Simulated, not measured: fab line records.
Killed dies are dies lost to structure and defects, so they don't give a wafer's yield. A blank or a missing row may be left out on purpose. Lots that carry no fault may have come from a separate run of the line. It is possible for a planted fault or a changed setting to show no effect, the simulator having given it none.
Comparing a struck lot with a sound one :: flow nandHarc :: 15 steps out of a route of 1159
Sound: these wafers, L294.1, L294.4, L294.5. Wafers L277.1, L277.3, L277.5 were the ones struck. The cause is named last.
At each step with rows: each side's tool, then ch and its chambers, then its first start. Under that, the readings that differ: sound wafers :: struck wafers :: difference of the means :: sigmas: that difference in standard deviations of wafers without a fault.
alike: same words and numbers on both sides, and readings whose means sit less than 2 such deviations apart. not compared: any withheld reading, any reading some wafer has no value for, any bound like >300 that may hide the same value, and any number with overlapping values for which the record gives no deviation.
A row with sigmas, a row that says differs or no value, or rows on one side alone: a step with any of these is where the two part. Numbers that have no deviation but don't overlap get no sigmas and don't part them. A reading missing from all wafers of one side parts the sides only when that side holds two or more wafers.

NHARC_A_CONTACT_ETCH_112: etches the open film in C4F8/O2/Ar, time 94 s, target depth 922 nm.
  sound on harCapEtch-01 ch 0,1, day 20 08:49; struck on harCapEtch-01 ch 0,1, day 16 20:41
  alike: chamberPressureMTorr, oesAirLineAu
  not compared: rfHoursCounterH
then, 1 step without rows for these wafers: NHARC_A_CONTACT_ETCH_113 (etches the open film in C4F8/O2/Ar, time 94 s, target depth 922 nm).
NHARC_A_CONTACT_ETCH_114: etches the open film in C4F8/O2/Ar, time 94 s, target depth 922 nm.
  sound on harCapEtch-01 ch 0,1, day 20 08:59; struck on harCapEtch-01 ch 0,1, day 16 20:52
  alike: chamberPressureMTorr, oesAirLineAu
  not compared: rfHoursCounterH
then, 3 steps without rows for these wafers: NHARC_A_CONTACT_ETCH_115 (etches the open film in C4F8/O2/Ar, time 94 s, target depth 922 nm); NHARC_A_CONTACT_ETCH_116 (etches the open film in C4F8/O2/Ar, time 94 s, target depth 922 nm); NHARC_A_CONTACT_ETCH_117 (etches the open film in C4F8/O2/Ar, time 94 s, target depth 922 nm).
NHARC_A_CONTACT_ETCH_118: etches the open film in C4F8/O2/Ar, time 94 s, target depth 922 nm.
  sound on harCapEtch-01 ch 0,1, day 20 09:21; struck on harCapEtch-01 ch 0,1, day 16 21:14
  alike: chamberPressureMTorr, oesAirLineAu
  not compared: rfHoursCounterH
then, 1 step without rows for these wafers: NHARC_A_CONTACT_ETCH_119 (etches the open film in C4F8/O2/Ar, time 94 s, target depth 922 nm).
NHARC_A_CONTACT_ETCH_120: etches the open film in C4F8/O2/Ar, time 94 s, target depth 922 nm.
  sound on harCapEtch-01 ch 0,1, day 20 09:32; struck on harCapEtch-01 ch 0,1, day 16 21:25
  alike: chamberPressureMTorr, oesAirLineAu
  not compared: rfHoursCounterH
NHARC_A_CONTACT_ETCH_121: etches the open film in C4F8/O2/Ar, time 94 s, target depth 922 nm.
  sound on harCapEtch-01 ch 0,1, day 20 09:37; struck on harCapEtch-01 ch 0,1, day 16 21:30
  alike: chamberPressureMTorr, oesAirLineAu
  not compared: rfHoursCounterH
then, 2 steps without rows for these wafers: NHARC_A_CONTACT_ETCH_122 (etches the open film in C4F8/O2/Ar, time 95 s, target depth 930 nm); NHARC_A_CONTACT_ETCH_123 (etches the open film in C4F8/O2/Ar, time 253 s, target depth 1090 nm).
NHARC_A_CONTACT_ETCH_90: etches the open film in CH3F/O2, target depth 40 nm, time 85.7 s.
  sound on rieDiel-07 ch 0,1,3, day 20 10:25; struck on rieDiel-07 ch 0,1, day 16 22:17
  no value came back on the struck wafers for any of 7 readings (biasW (W), ch3fFlowSccm (sccm) and others); on the sound wafers biasW (W) reads 100.21 100.23 99.74
  not compared: rfHoursCounterH
then, 1 step without rows for these wafers: NHARC_A_CONTACT_ETCH_96 (etches the open film in C4F6/O2, target depth 20 nm, time 10 s).
-- break in the record here, with 3 days between the starts of the struck wafers on either side (left off in module A_CONTACT, picked up again in module END, where the first step shown is number 1159 on the route) --
NHARC_END_SORT_01:
  sound on prober-01 ch 0, day 24 05:22; struck on prober-01 ch 0, day 19 12:23
reading: hold
sound: - - -
struck: awaitDispo/1.4h/scrap awaitDispo/1.4h/scrap awaitDispo/1.4h/scrap
difference: no value on the sound wafers
sigmas: 

reading: killedAtArray
sound: 8 20 16
struck: 672 672 672
difference: +657
sigmas: +60

reading: killedDies
sound: 11 23 20
struck: 677 677 677
difference: +659
sigmas: +60
  alike: killedAtOther, killedAtPeriphery, killedOpen, killedShort

== WHERE THEY PART ==
At NHARC_A_CONTACT_ETCH_90 first; at NHARC_END_SORT_01 last (within this record only).

WHY: what the simulator had put in
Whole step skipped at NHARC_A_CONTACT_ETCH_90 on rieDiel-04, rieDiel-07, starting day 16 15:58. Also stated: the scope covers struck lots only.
